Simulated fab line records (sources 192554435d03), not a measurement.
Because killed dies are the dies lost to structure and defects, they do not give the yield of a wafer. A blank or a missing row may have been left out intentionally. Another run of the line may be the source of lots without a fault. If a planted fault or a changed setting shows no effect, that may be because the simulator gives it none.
Chamber matching | flow n5_finfet | 4 sister chambers for N5_BEOL_M9_CMP_52 on cmp-04
The step polishes, stops on SiCOH lowk, t overpolish 7 s, target thk 140 nm. 22 wafers are shown with their chamber, then 11 later ones without.

## EACH WAFER AND ITS CHAMBER
wafer  | chamber | motor_current_A (A) | time_to_endpoint_s (s) | overpolish_run_s (s)
L080.2 | 1       | 5.8                 | 74                     | 6.998
L080.3 | 2       | 7.1                 | 75                     | 6.997
L080.4 | 0       | 5.4                 | 69                     | 7.005
L082.2 | 0       | 5.3                 | 73                     | 6.994
L082.3 | 1       | 5.6                 | 70                     | 7.005
L082.4 | 2       | 7.1                 | 76                     | 7.003
L084.1 | 0       | 5.2                 | 69                     | 7.009
L084.2 | 2       | 7.1                 | 72                     | 6.983
L084.4 | 1       | 6.0                 | 70                     | 7.008
L095.2 | 0       | 5.2                 | 67                     | 7.027
L095.5 | 1       | 6.1                 | 69                     | 6.984
L095.6 | 2       | 7.5                 | 71                     | 6.990
L090.1 | 1       | 5.9                 | 68                     | 6.999
L090.3 | 0       | 5.2                 | 64                     | 7.000
L090.6 | 1       | 5.7                 | 66                     | 7.007
L092.2 | 3       | 5.2                 | 66                     | 6.991
L092.4 | 1       | 5.9                 | 69                     | 6.999
L092.6 | 3       | 5.4                 | 68                     | 7.010
L092.1 | 0       | 5.3                 | 65                     | 7.012
L092.3 | 2       | 7.1                 | 70                     | 6.992
L092.5 | 0       | 5.5                 | 67                     | 7.002
L091.4 | 1       | 6.0                 | 70                     | 7.001

SIGNATURES, as means of the wafers listed above
reading            | chamber 0 | chamber 1 | chamber 2 | chamber 3 | scatter within a chamber
motor_current_A    | 5.300     | 5.875     | 7.180     | 5.300     | 0.153
time_to_endpoint_s | 67.71     | 69.50     | 72.80     | 67.00     | 2.56
overpolish_run_s   | 7.00700   | 7.00012   | 6.99300   | 7.00050   | 0.00908
Rule: distance of a wafer from a chamber = root of the sum over the readings of ((wafer's reading minus chamber's mean) / reading's scatter) squared. The wafer belongs to the nearest chamber; if the next one is less than 2 further off, it can't be placed. The scatter: take each reading less its chamber's mean, square it, sum over the shown wafers, divide by the number of wafers less the number of chambers, and take the root.

## WAFERS WHOSE CHAMBER IS MISSING
wafer  | motor_current_A (A) | time_to_endpoint_s (s) | overpolish_run_s (s)
L091.5 | 6.6                 | 74                     | 7.012
L091.6 | 5.8                 | 69                     | 7.000
L091.1 | 5.4                 | 66                     | 6.987
L091.2 | 7.0                 | 70                     | 7.008
L091.3 | 5.3                 | 64                     | 7.023
L087.1 | 7.2                 | 73                     | 7.009
L087.2 | 5.8                 | 68                     | 7.000
L087.3 | 5.2                 | 69                     | 7.016
L086.3 | 6.9                 | 71                     | 6.999
L086.4 | 5.5                 | 64                     | 6.983
L086.5 | 7.3                 | 68                     | 6.999

## WHICH CHAMBER EACH ONE RAN IN
wafer  | from the rows above          | in truth
L091.5 | can't be placed: 2 or 1      | 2
L091.6 | 1                            | 1
L091.1 | can't be placed: 3 or 0      | 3
L091.2 | 2                            | 2
L091.3 | can't be placed: 0 or 3      | 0
L087.1 | 2                            | 2
L087.2 | 1                            | 1
L087.3 | can't be placed: 0 or 3      | 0
L086.3 | 2                            | 2
L086.4 | can't be placed: 3 or 0 or 1 | 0
L086.5 | 2                            | 2
Correct placement for 6 of the 11. From these rows, 5 cannot be placed; in 5 the true chamber is one of the candidates. Wrongly placed: 0.
